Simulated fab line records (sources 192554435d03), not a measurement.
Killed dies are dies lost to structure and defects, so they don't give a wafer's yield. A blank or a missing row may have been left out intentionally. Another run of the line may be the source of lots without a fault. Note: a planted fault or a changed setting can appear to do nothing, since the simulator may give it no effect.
fab line records -- flow n5Finfet
record lots=6, wafers=18, lastDay=18
route steps=1938 shown GATE_CUT@489 PASSIVATION@1936
lots untouched by any fault: they come from a run of this same line in which no faults occurred
startH: start of the lot's first displayed wafer, in hours after the record's first day -- waitH: hours since the lot's step before -- " unchanged from the row above -- L1.1+2: several wafers, shown together as one row -- - either no value or no given start -- * or withheld: withheld -- < > ~ a bound
route shown NAME@n: a module of which the file shows steps, and the number in the route of the first -- usual: mean and standard deviation over wafers with no fault -- same: alike in all rows -- chamber/n: place in a boat -- sites: per-site readings -- _std_site: the values' standard deviation -- _edge_site: inner sites' mean taken away from outer sites' mean -- radiusMm: for every site, how far away it sits from the centre of the wafer -- mask NAME#n: copy n -- behind: tool/chamber where the wafer was last shaped -- hold: the reason the lot was held/the length of the hold in hours/how it ended -- device: names the non-switching transistor (n, p or np) -- end of line: tests run on the same wafers once the route is complete -- step lacking rows: just its recipe -- killed: dies that structure and defects cost at the first sort, which is not the same as the wafer's yield -- map: a wafer's dies, x killed, . not, _ none there
set.NAME: the run value of the setting; set.NAME@STEP: its run value at that earlier step -- model.NAME: the simulator's own value behind a step, which no gauge read
lots seen at some steps along the route; tables by step, rows by wafer
services: a tool's chamber out of use, with start hour (startH, from the record's first day; less than 0 if before it), hours out, and reason
## steps
# step N5_GATE_CUT_INSPECT_15
# recipe mode=adi, inspectInstrument=brightfield
# usual rawDefectCount=132/39
lot.wafer,tool,chamber,startH,waitH,rawDefectCount
L889.3,defectInspect-02,-,108.42,0.0,114
L889.4,defectInspect-02,-,108.42,0.0,131
L889.5,defectInspect-02,-,108.42,0.0,136
L892.2,defectInspect-01,-,120.17,0.0,138
L892.4,defectInspect-01,-,120.17,0.0,89
L892.6,defectInspect-01,-,120.17,0.0,104
L894.1,defectInspect-02,-,131.55,0.1,125
L894.5,defectInspect-02,-,131.55,0.1,110
L894.6,defectInspect-02,-,131.55,0.1,149
L903.1,defectInspect-01,-,186.53,0.1,125
L903.4,defectInspect-01,-,186.53,0.1,123
L903.6,defectInspect-01,-,186.53,0.1,99
L905.1,defectInspect-01,-,196.63,0.1,118
L905.2,defectInspect-01,-,196.63,0.1,148
L905.4,defectInspect-01,-,196.63,0.1,127
L907.1,defectInspect-02,-,209.36,0.1,147
L907.3,defectInspect-02,-,209.36,0.1,159
L907.4,defectInspect-02,-,209.36,0.1,95
# step N5_GATE_CUT_DESCUM_18
# recipe chemistry=O2, timeS=7, sourcePowerW=50, biasPowerW=20, pressureMtorr=20, rfFrequencyHz=2.712e+07, tempC=40, resist=CAR-EUV, o2FlowSccm=225
# usual drypumpMotorCurrentA=5.9/0.48, oesProductAu=0.84/0.082, rfFwdPowerW=49.40/0.22, rfVppV=243.3/1.2, showerheadPlenumPTorr=2.10/0.06, throttleValvePct=20.31/0.19
lot.wafer,tool,chamber,startH,waitH,drypumpMotorCurrentA,oesProductAu,rfFwdPowerW,rfHoursCounterH,rfVppV,showerheadPlenumPTorr,throttleValvePct
L889.3,rieDiel-03,3,108.45,0.0,6.5,0.95,49.20,9,246.1,2.23,20.28
L889.4,rieDiel-03,2,108.45,0.0,5.8,0.80,49.44,87,242.5,2.11,20.19
L889.5,rieDiel-03,0,108.45,0.0,6.0,0.86,49.63,-,244.8,2.11,20.34
L892.2,rieDiel-05,3,120.21,0.0,5.8,0.74,49.33,184,244.4,2.19,20.81
L892.4,rieDiel-05,2,120.21,0.0,5.1,0.87,49.09,-,241.7,2.03,20.34
L892.6,rieDiel-05,1,120.21,0.0,5.9,0.68,49.62,-,243.5,2.15,20.28
L894.1,rieDiel-01,0,131.58,0.0,5.5,0.96,49.30,6,243.1,2.04,20.07
L894.5,rieDiel-01,0,131.58,0.0,5.5,0.97,49.30,-,242.0,2.05,20.08
L894.6,rieDiel-01,1,131.58,0.0,5.4,0.92,49.58,-,242.7,2.06,20.01
L903.1,rieDiel-03,1,186.64,0.1,6.6,0.77,49.02,158,241.9,2.06,20.31
L903.4,rieDiel-03,3,186.64,0.1,6.5,0.89,49.39,32,244.9,2.23,20.31
L903.6,rieDiel-03,0,186.64,0.1,6.1,0.84,49.71,-,244.0,2.10,20.39
L905.1,rieDiel-01,2,198.34,1.7,5.3,0.91,49.66,26,241.7,2.06,20.28
L905.2,rieDiel-01,3,198.34,1.7,6.0,0.84,49.68,56,243.3,2.12,20.30
L905.4,rieDiel-01,1,198.34,1.7,5.4,0.86,49.51,39,241.5,2.06,20.03
L907.1,rieDiel-05,3,209.40,0.0,5.8,0.72,49.50,204,244.1,2.18,20.86
L907.3,rieDiel-05,2,209.40,0.0,5.0,0.84,49.44,-,241.1,2.02,20.38
L907.4,rieDiel-05,3,209.40,0.0,5.8,0.71,49.73,-,243.9,2.18,20.86
# step N5_GATE_CUT_ETCH_28
# recipe chemistry=N2/H2, target=underlayer, targetDepthA=130, maskMaterial=CAR-EUV, timeS=10.4, ionEnergyEv=200, pressureMtorr=30, sourceW=840, biasW=150, n2FlowSccm=200, h2FlowSccm=200, ends=cleared
# step N5_GATE_CUT_ETCH_36
# recipe chemistry=CF4, target=SiARC, targetDepthA=130, maskMaterial=CAR-EUV, timeS=21.7, ionEnergyEv=80, pressureMtorr=40, sourceW=545, biasW=36, Ar_flow_sccm=100, cf4FlowSccm=100, ends=cleared
# step N5_GATE_CUT_ETCH_37
# recipe chemistry=N2/H2, target=SOC, targetDepthA=600, overetchA=120, maskMaterial=SiARC, tempC=40, timeS=90, ionEnergyEv=200, pressureMtorr=30, sourceW=840, biasW=150, n2FlowSccm=200, h2FlowSccm=200
# step N5_GATE_CUT_STRIP_38
# recipe chemistry=N2/H2, tempC=40, n2FlowSccm=200, h2FlowSccm=200, rfFrequencyHz=6e+07
# step N5_GATE_CUT_STRIP_39
# recipe chemistry=N2/H2, tempC=40, n2FlowSccm=200, h2FlowSccm=200, rfFrequencyHz=6e+07
# step N5_GATE_CUT_HM_OPEN_40
# recipe chemistry=C4F6/O2, target=SiO2, maskMaterial=SiARC, targetDepthA=1390, timeS=85.1, ionEnergyEv=250, pressureMtorr=30, sourceW=345, biasW=185, Ar_flow_sccm=300, C4F6_flow_sccm=10, O2_flow_sccm=10, ends=cleared
# step N5_GATE_CUT_STRIP_41
# recipe chemistry=CF4, resist=SiARC, powerW=300, biasPowerW=75, pressureMtorr=50, cf4FlowSccm=150, rfFrequencyHz=6e+07
# usual drypumpMotorCurrentA=5.9/0.48, oesProductAu=0.193/0.019, rfFwdPowerW=294.0/1.6, rfVppV=271.3/1.3, showerheadPlenumPTorr=1.79/0.045, throttleValvePct=13.42/0.25
lot.wafer,tool,chamber,startH,waitH,drypumpMotorCurrentA,oesProductAu,rfFwdPowerW,rfHoursCounterH,rfVppV,showerheadPlenumPTorr,throttleValvePct
L889.3,rieDiel-03,3,108.68,0.0,6.6,0.222,295.3,9,273.6,1.88,13.09
L889.4,rieDiel-03,2,108.68,0.0,5.8,0.185,293.6,87,271.7,1.80,13.37
L889.5,rieDiel-03,0,108.68,0.0,6.0,0.197,296.2,-,270.9,1.81,13.38
L892.2,rieDiel-05,3,120.44,0.0,5.8,0.169,297.2,184,271.7,1.86,13.92
L892.4,rieDiel-05,2,120.44,0.0,5.1,0.206,293.2,-,270.1,1.75,13.45
L892.6,rieDiel-05,1,120.44,0.0,6.0,0.159,296.2,-,273.0,1.83,13.54
L894.1,rieDiel-01,0,131.81,0.0,5.5,0.228,293.8,6,270.2,1.73,13.10
L894.5,rieDiel-01,0,131.81,0.0,5.5,0.218,293.7,-,270.4,1.73,13.08
L894.6,rieDiel-01,1,131.81,0.0,5.4,0.218,292.5,-,270.2,1.76,13.14
L903.1,rieDiel-03,1,186.87,0.0,6.6,0.173,292.9,158,271.0,1.79,13.69
L903.4,rieDiel-03,3,186.87,0.0,6.5,0.206,293.5,32,273.2,1.87,13.14
L903.6,rieDiel-03,0,186.87,0.0,6.0,0.198,295.6,-,272.6,1.80,13.45
L905.1,rieDiel-01,2,198.57,0.0,5.3,0.208,293.3,26,271.2,1.74,13.12
L905.2,rieDiel-01,3,198.57,0.0,6.1,0.192,292.4,56,271.8,1.82,13.45
L905.4,rieDiel-01,1,198.57,0.0,5.4,0.199,294.0,39,269.6,1.76,13.19
L907.1,rieDiel-05,3,209.74,0.1,5.8,0.164,295.3,204,272.7,1.85,13.97
L907.3,rieDiel-05,2,209.74,0.1,5.0,0.193,293.5,-,270.4,1.75,13.51
L907.4,rieDiel-05,3,209.74,0.1,5.8,0.167,294.9,-,273.1,1.85,13.97
# step N5_GATE_CUT_STRIP_42
# recipe chemistry=O2, powerW=400, tempC=40, pressureMtorr=30, rfFrequencyHz=6e+07, biasPowerW=0, overashFraction=0.3, o2FlowSccm=225
# usual drypumpMotorCurrentA=5.9/0.48, oesProductAu=0.84/0.081, rfVppV=3.6/0.49, showerheadPlenumPTorr=2.11/0.06, throttleValvePct=16.55/0.2
lot.wafer,tool,chamber,startH,waitH,drypumpMotorCurrentA,oesProductAu,rfHoursCounterH,rfVppV,showerheadPlenumPTorr,throttleValvePct
L889.3,rieDiel-03,3,108.70,0.0,6.5,0.95,9,3.4,2.24,16.42
L889.4,rieDiel-03,2,108.70,0.0,5.8,0.80,87,3.6,2.12,16.50
L889.5,rieDiel-03,0,108.70,0.0,6.0,0.86,-,3.5,2.12,16.53
L892.2,rieDiel-05,3,120.46,0.0,5.8,0.73,184,3.1,2.19,17.06
L892.4,rieDiel-05,2,120.46,0.0,5.0,0.87,-,3.2,2.03,16.56
L892.6,rieDiel-05,1,120.46,0.0,6.0,0.67,-,3.2,2.15,16.59
L894.1,rieDiel-01,0,131.83,0.0,5.5,0.96,6,3.9,2.05,16.30
L894.5,rieDiel-01,0,131.83,0.0,5.5,0.94,-,3.7,2.05,16.31
L894.6,rieDiel-01,1,131.83,0.0,5.4,0.92,-,4.1,2.07,16.26
L903.1,rieDiel-03,1,186.89,0.0,6.6,0.76,158,3.8,2.07,16.62
L903.4,rieDiel-03,3,186.89,0.0,6.5,0.90,32,3.5,2.23,16.47
L903.6,rieDiel-03,0,186.89,0.0,6.1,0.84,-,3.9,2.11,16.58
L905.1,rieDiel-01,2,198.59,0.0,5.2,0.91,26,3.7,2.07,16.44
L905.2,rieDiel-01,3,198.59,0.0,6.0,0.85,56,4.0,2.13,16.55
L905.4,rieDiel-01,1,198.59,0.0,5.4,0.86,39,3.8,2.06,16.29
L907.1,rieDiel-05,3,209.77,0.0,5.8,0.72,204,3.6,2.18,17.11
L907.3,rieDiel-05,2,209.77,0.0,5.0,0.86,-,4.0,2.03,16.60
L907.4,rieDiel-05,3,209.77,0.0,5.8,0.72,-,2.9,2.18,17.10
# step N5_GATE_CUT_ETCH_19
# recipe chemistry=CH3F/O2, target=SiNx, maskMaterial=SiO2, targetDepthA=537, timeS=76.7, pressureMtorr=30, sourceW=395, biasW=73, Ar_flow_sccm=150, CH3F_flow_sccm=30, O2_flow_sccm=20, ionEnergyEv=120, ends=cleared
# usual drypumpMotorCurrentA=5.9/0.48, etchRfOnTimeS=77.1/1.8, oesProductAu=0.71/0.069, rfFwdPowerW=391.1/1.6, rfVppV=299/9.7, showerheadPlenumPTorr=2.02/0.062, throttleValvePct=16.26/0.19
lot.wafer,tool,chamber,startH,waitH,drypumpMotorCurrentA,etchRfOnTimeS,oesProductAu,rfFwdPowerW,rfHoursCounterH,rfVppV,showerheadPlenumPTorr,throttleValvePct
L889.3,rieDiel-03,3,108.74,0.0,6.5,77.5,0.80,391.8,9,292,2.15,16.15
L889.4,rieDiel-03,2,108.74,0.0,5.8,78.0,0.68,390.9,87,292,2.03,16.22
L889.5,rieDiel-03,0,108.74,0.0,6.0,74.3,0.75,392.4,-,311,2.02,16.20
L892.2,rieDiel-05,3,120.50,0.0,5.7,78.5,0.62,391.8,184,314,2.09,16.72
L892.4,rieDiel-05,2,120.50,0.0,5.0,78.1,0.74,388.3,-,303,1.93,16.18
L892.6,rieDiel-05,1,120.50,0.0,5.9,80.3,0.57,392.3,-,298,2.06,16.30
L894.1,rieDiel-01,0,131.87,0.0,5.5,73.9,0.81,389.1,6,302,1.97,16.10
L894.5,rieDiel-01,0,131.87,0.0,5.5,73.8,0.81,389.8,-,302,1.98,16.09
L894.6,rieDiel-01,1,131.87,0.0,5.4,78.4,0.76,391.6,-,304,1.98,15.97
L903.1,rieDiel-03,1,186.93,0.0,6.5,76.1,0.66,389.5,158,306,1.97,16.31
L903.4,rieDiel-03,3,186.93,0.0,6.5,76.8,0.76,391.6,32,293,2.14,16.19
L903.6,rieDiel-03,0,186.93,0.0,6.1,74.0,0.73,392.6,-,309,2.01,16.27
L905.1,rieDiel-01,2,198.63,0.0,5.3,76.7,0.77,392.5,26,304,1.96,16.05
L905.2,rieDiel-01,3,198.63,0.0,6.0,77.9,0.72,391.1,56,283,2.06,16.36
L905.4,rieDiel-01,1,198.63,0.0,5.4,78.8,0.72,391.6,39,303,1.97,16.01
L907.1,rieDiel-05,3,209.83,0.0,5.8,78.6,0.60,392.2,204,315,2.08,16.76
L907.3,rieDiel-05,2,209.83,0.0,5.0,76.5,0.72,390.4,-,303,1.92,16.22
L907.4,rieDiel-05,3,209.83,0.0,5.8,78.6,0.60,390.6,-,314,2.08,16.76
# step N5_GATE_CUT_CUT_ETCH_53
# recipe chemistry=SF6/Cl2, target=W, maskMaterial=SiO2, targetDepthA=792, pressureMtorr=8, icpW=900, biasW=80, SF6_flow_sccm=40, Cl2_flow_sccm=60, ends=cleared
# usual drypumpMotorCurrentA=5.7/0.38, etchRfOnTimeS=25.9/0.62, oesProductAu=0.61/0.095, rfFwdPowerW=880/3.7, throttleValvePct=28.91/0.17
lot.wafer,tool,chamber,startH,waitH,drypumpMotorCurrentA,etchRfOnTimeS,oesProductAu,rfFwdPowerW,rfHoursCounterH,throttleValvePct
L889.3,rieMetal-02,1,108.86,0.1,5.8,25.3,0.58,883,-,28.88
L889.4,rieMetal-02,0,108.86,0.1,5.8,27.1,0.53,875,-,28.97
L889.5,rieMetal-02,0,108.86,0.1,5.9,27.1,0.53,878,-,28.99
L892.2,rieMetal-02,0,120.61,0.1,5.8,26.8,0.53,877,133,29.00
L892.4,rieMetal-02,0,120.61,0.1,5.8,26.6,0.53,875,-,29.00
L892.6,rieMetal-02,0,120.61,0.1,5.8,26.5,0.53,875,-,29.01
L894.1,rieMetal-02,0,131.98,0.1,5.8,26.5,0.54,881,133,29.00
L894.5,rieMetal-02,1,131.98,0.1,5.7,25.0,0.59,881,-,28.88
L894.6,rieMetal-02,0,131.98,0.1,5.8,26.8,0.53,884,-,28.99
L903.1,rieMetal-01,1,187.03,0.1,5.0,25.6,0.59,873,106,28.95
L903.4,rieMetal-01,1,187.03,0.1,5.0,25.6,0.59,876,-,28.96
L903.6,rieMetal-01,1,187.03,0.1,5.0,25.6,0.59,876,-,28.95
L905.1,rieMetal-01,0,198.74,0.1,6.2,25.6,0.90,880,0,28.33
L905.2,rieMetal-01,1,198.74,0.1,5.0,25.9,0.58,879,107,28.94
L905.4,rieMetal-01,0,198.74,0.1,6.2,25.9,0.90,877,-,28.33
L907.1,rieMetal-01,0,209.98,0.1,6.2,25.8,0.88,881,2,28.31
L907.3,rieMetal-01,0,209.98,0.1,6.2,25.7,0.88,877,-,28.31
L907.4,rieMetal-01,1,209.98,0.1,5.0,26.1,0.58,877,-,28.97
# step N5_GATE_CUT_CUT_ETCH_54
# recipe chemistry=Cl2/BCl3, target=TiN, maskMaterial=SiO2, targetDepthA=967, pressureMtorr=10, icpW=1000, biasW=126, Cl2_flow_sccm=53.25, bcl3FlowSccm=21.75, Ar_flow_sccm=25, ends=cleared
# usual drypumpMotorCurrentA=5.7/0.38, etchRfOnTimeS=36.2/0.86, oesProductAu=0.61/0.096, rfFwdPowerW=981/5.8, throttleValvePct=22.38/0.18
lot.wafer,tool,chamber,startH,waitH,drypumpMotorCurrentA,etchRfOnTimeS,oesProductAu,rfFwdPowerW,rfHoursCounterH,throttleValvePct
L889.3,rieMetal-02,1,108.92,0.0,5.8,35.3,0.58,983,-,22.46
L889.4,rieMetal-02,0,108.92,0.0,5.8,37.4,0.53,981,-,22.60
L889.5,rieMetal-02,0,108.92,0.0,5.8,37.3,0.53,979,-,22.59
L892.2,rieMetal-02,0,120.69,0.1,5.8,22.3,0.73,978,133,22.24
L892.4,rieMetal-02,0,120.69,0.1,5.8,22.3,0.74,976,-,22.25
L892.6,rieMetal-02,0,120.69,0.1,5.8,22.0,0.74,980,-,22.22
L894.1,rieMetal-02,0,132.04,0.0,5.8,22.7,0.72,981,133,22.26
L894.5,rieMetal-02,1,132.04,0.0,5.8,21.2,0.81,978,-,22.09
L894.6,rieMetal-02,0,132.04,0.0,5.8,22.6,0.73,972,-,22.25
L903.1,rieMetal-01,1,187.15,0.1,5.0,36.0,0.58,977,106,22.34
L903.4,rieMetal-01,1,187.15,0.1,5.0,35.9,0.58,973,-,22.35
L903.6,rieMetal-01,1,187.15,0.1,5.0,35.9,0.58,972,-,22.35
L905.1,rieMetal-01,0,198.80,0.0,6.2,35.8,0.90,979,0,21.76
L905.2,rieMetal-01,1,198.80,0.0,5.0,36.0,0.58,973,107,22.33
L905.4,rieMetal-01,0,198.80,0.0,6.2,36.0,0.90,975,-,21.78
L907.1,rieMetal-01,0,210.04,0.0,6.2,35.5,0.88,975,2,21.77
L907.3,rieMetal-01,0,210.04,0.0,6.2,35.5,0.88,972,-,21.77
L907.4,rieMetal-01,1,210.04,0.0,5.0,36.1,0.58,978,-,22.36
# step N5_GATE_CUT_CUT_ETCH_55
# recipe chemistry=BCl3, target=HfO2, maskMaterial=SiO2, targetDepthA=32, ionEnergyEv=30, pressureMtorr=5, icpW=450, biasW=18, bcl3FlowSccm=80
# step N5_PASSIVATION_PROBE_49
# usual killed_at_M0_to_M3=32/11, killed_at_M4_up=12/4.4, killedAtContacts=13/6.1, killedAtFrontEnd=39/12, killedAtOther=3.9/3, killedDies=100/17, killedOpen=66/12, killedShort=33/7.4
# same grossDies=1180, killedAtBackSide=0
lot.wafer,tool,chamber,startH,waitH,killed_at_M0_to_M3,killed_at_M4_up,killedAtContacts,killedAtFrontEnd,killedAtOther,killedDies,killedOpen,killedShort
L889.3,prober-01,-,325.28,0.1,39,9,13,70,3,134,82,51
L889.4,prober-01,-,325.33,0.2,44,21,11,36,3,115,86,27
L889.5,prober-01,-,325.38,0.2,40,7,23,38,8,116,75,39
L894.1,prober-02,-,331.98,0.0,32,18,23,60,4,137,100,37
L894.5,prober-02,-,332.18,0.2,22,11,20,63,3,119,81,38
L894.6,prober-02,-,332.23,0.3,42,21,21,35,5,124,78,45
L903.1,prober-02,-,378.23,0.0,35,18,8,40,4,105,56,46
L903.4,prober-02,-,378.38,0.2,37,10,9,45,1,102,64,38
L903.6,prober-02,-,378.48,0.3,45,12,4,50,3,114,69,44
L905.1,prober-02,-,394.03,0.0,30,20,7,66,2,125,90,30
L905.2,prober-02,-,394.08,0.1,24,20,9,41,2,96,66,24
L905.4,prober-02,-,394.18,0.2,46,17,7,43,3,116,76,32
# killed by level:class
L889.3 FIN_SAQP:geometricParticle:short=19 FIN_SAQP:geometricParticle:open=17 MOL_CONTACT_COAG:geometricParticle:open=9 BEOL_M1:geometricParticle:open=9 GATE_CUT:geometricParticle:short=8 BEOL_M2:geometricParticle:open=7 GATE_CUT:geometricParticle:open=6 BEOL_M0_SAQP:geometricParticle:short=6
L889.4 BEOL_M3:geometricParticle:open=13 FIN_SAQP:geometricParticle:open=11 BEOL_M2:geometricParticle:open=11 MOL_CONTACT_COAG:geometricParticle:open=8 BEOL_M4:geometricParticle:open=7 FIN_SAQP:geometricParticle:short=6 BEOL_M0_SAQP:geometricParticle:open=6 BEOL_M0_SAQP:geometricParticle:short=6
L889.5 MOL_CONTACT_COAG:geometricParticle:open=20 FIN_SAQP:geometricParticle:open=11 BEOL_M0_SAQP:geometricParticle:short=10 BEOL_M0_SAQP:geometricParticle:open=10 BEOL_M2:geometricParticle:open=7 GATE_CUT:geometricParticle:short=7 BEOL_M4:geometricParticle:open=6 BEOL_M1:geometricParticle:open=4
L894.1 MOL_CONTACT_COAG:geometricParticle:open=20 FIN_SAQP:geometricParticle:open=18 STI_FIN_REVEAL:geometricParticle:open=16 FIN_SAQP:geometricParticle:short=12 BEOL_M4:geometricParticle:open=9 BEOL_M0_SAQP:geometricParticle:short=7 BEOL_M0_SAQP:geometricParticle:open=6 BEOL_M2:geometricParticle:open=6
L894.5 STI_FIN_REVEAL:geometricParticle:open=27 MOL_CONTACT_COAG:geometricParticle:open=15 FIN_SAQP:geometricParticle:open=8 STI_FIN_REVEAL:geometricParticle:short=7 MOL_CONTACT_COAG:geometricParticle:short=5 FIN_SAQP:geometricParticle:short=4 BEOL_M0_SAQP:geometricParticle:short=4 DUMMY_GATE:geometricParticle:open=3
L894.6 MOL_CONTACT_COAG:geometricParticle:open=16 BEOL_M0_SAQP:geometricParticle:open=11 FIN_SAQP:geometricParticle:short=10 BEOL_M0_SAQP:geometricParticle:short=10 BEOL_M4:geometricParticle:open=9 FIN_SAQP:geometricParticle:open=8 BEOL_M1:geometricParticle:open=8 MOL_CONTACT_COAG:geometricParticle:short=5
L903.1 FIN_SAQP:geometricParticle:short=12 FIN_SAQP:geometricParticle:open=8 MOL_CONTACT_COAG:geometricParticle:open=8 BEOL_M0_SAQP:geometricParticle:short=8 BEOL_M0_SAQP:geometricParticle:open=7 STI_FIN_REVEAL:geometricParticle:open=6 BEOL_M5:geometricParticle:open=6 BEOL_M1:geometricParticle:open=4
L903.4 STI_FIN_REVEAL:geometricParticle:open=13 FIN_SAQP:geometricParticle:short=11 MOL_CONTACT_COAG:geometricParticle:open=7 FIN_SAQP:geometricParticle:open=6 BEOL_M2:geometricParticle:open=6 BEOL_M0_SAQP:geometricParticle:open=5 BEOL_M1:geometricParticle:short=5 BEOL_M3:geometricParticle:open=5
L903.6 FIN_SAQP:geometricParticle:open=11 FIN_SAQP:geometricParticle:short=11 BEOL_M0_SAQP:geometricParticle:open=10 BEOL_M0_SAQP:geometricParticle:short=10 BEOL_M1:geometricParticle:open=6 BEOL_M2:geometricParticle:open=6 GATE_CUT:geometricParticle:open=5 BEOL_M3:geometricParticle:open=5
L905.1 FIN_SAQP:geometricParticle:open=28 STI_FIN_REVEAL:geometricParticle:open=13 BEOL_M4:geometricParticle:open=7 DUMMY_GATE:geometricParticle:open=6 BEOL_M1:geometricParticle:open=6 FIN_SAQP:geometricParticle:short=5 MOL_CONTACT_COAG:geometricParticle:open=5 BEOL_M0_SAQP:geometricParticle:short=5
L905.2 STI_FIN_REVEAL:geometricParticle:open=15 FIN_SAQP:geometricParticle:open=9 BEOL_M4:geometricParticle:open=8 MOL_CONTACT_COAG:geometricParticle:open=6 GATE_CUT:geometricParticle:short=5 BEOL_M0_SAQP:geometricParticle:open=5 BEOL_M3:geometricParticle:open=5 BEOL_M0_SAQP:geometricParticle:short=4
L905.4 BEOL_M0_SAQP:geometricParticle:open=11 BEOL_M3:geometricParticle:open=11 STI_FIN_REVEAL:geometricParticle:open=10 BEOL_M4:geometricParticle:open=9 MOL_CONTACT_COAG:geometricParticle:open=6 BEOL_M0_SAQP:geometricParticle:short=6 FIN_SAQP:geometricParticle:short=5 DUMMY_GATE:geometricParticle:open=4
## services
tool,chamber,startH,hours,kind
rieDiel-01,3,87.47,5.0,repair
rieDiel-01,0,94.99,-,clean
rieDiel-01,0,94.99,-,consumableReplace:focusRing
rieDiel-01,0,94.99,15.5,scheduledDown
rieDiel-01,0,94.99,15.5,ventCycle
rieDiel-01,2,110.73,-,clean
rieDiel-01,2,110.73,-,consumableReplace:focusRing
rieDiel-01,2,110.73,18.1,scheduledDown
rieDiel-01,2,110.73,18.1,ventCycle
rieDiel-01,-,116.47,2.8,pm
rieDiel-05,0,118.41,3.1,repair
rieDiel-03,-,134.45,2.8,pm
rieDiel-05,-,139.00,2.8,pm
rieMetal-02,1,144.34,5.8,repair
rieDiel-05,3,158.44,5.2,repair
rieMetal-02,0,163.95,-,clean
rieMetal-02,0,163.95,11.3,scheduledDown
rieMetal-02,0,163.95,11.3,ventCycle
rieMetal-01,0,175.86,-,clean
rieMetal-01,0,175.86,18.8,scheduledDown
rieMetal-01,0,175.86,18.8,ventCycle
rieDiel-05,-,183.76,15.6,pm
rieDiel-05,0,200.72,8.9,repair
rieDiel-05,1,203.12,7.6,repair
## key
firstSign step=N5_GATE_CUT_CUT_ETCH_54, reading=etchRfOnTimeS, direction=down, sigmas=16, usual=*, struck=*
effect none on later readings
metAt N5_GATE_CUT_CUT_ETCH_54
struckWafers L892.2,L892.4,L892.6,L894.1,L894.5,L894.6
rowsEnd L892.2,L892.4,L892.6
testerLeftOut L894
onsetBetween 108.92 120.69
fault kind=processParameterDrift, tool=rieMetal-02, chamber=-, onsetH=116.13, steps=N5_GATE_CUT_CUT_ETCH_54, channel=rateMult, offset=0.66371, shape=step
# testerLeftOut: of these lots the tester's yield and bins aren't shown, on N5 and GAA mostly nor the transistor test; their killed dies are dies lost to structure and defects alone, not to doping, threshold or leakage, so they don't give the yield
# rowsEnd: these wafers met a further fault down the route, and their rows from its step on are left out
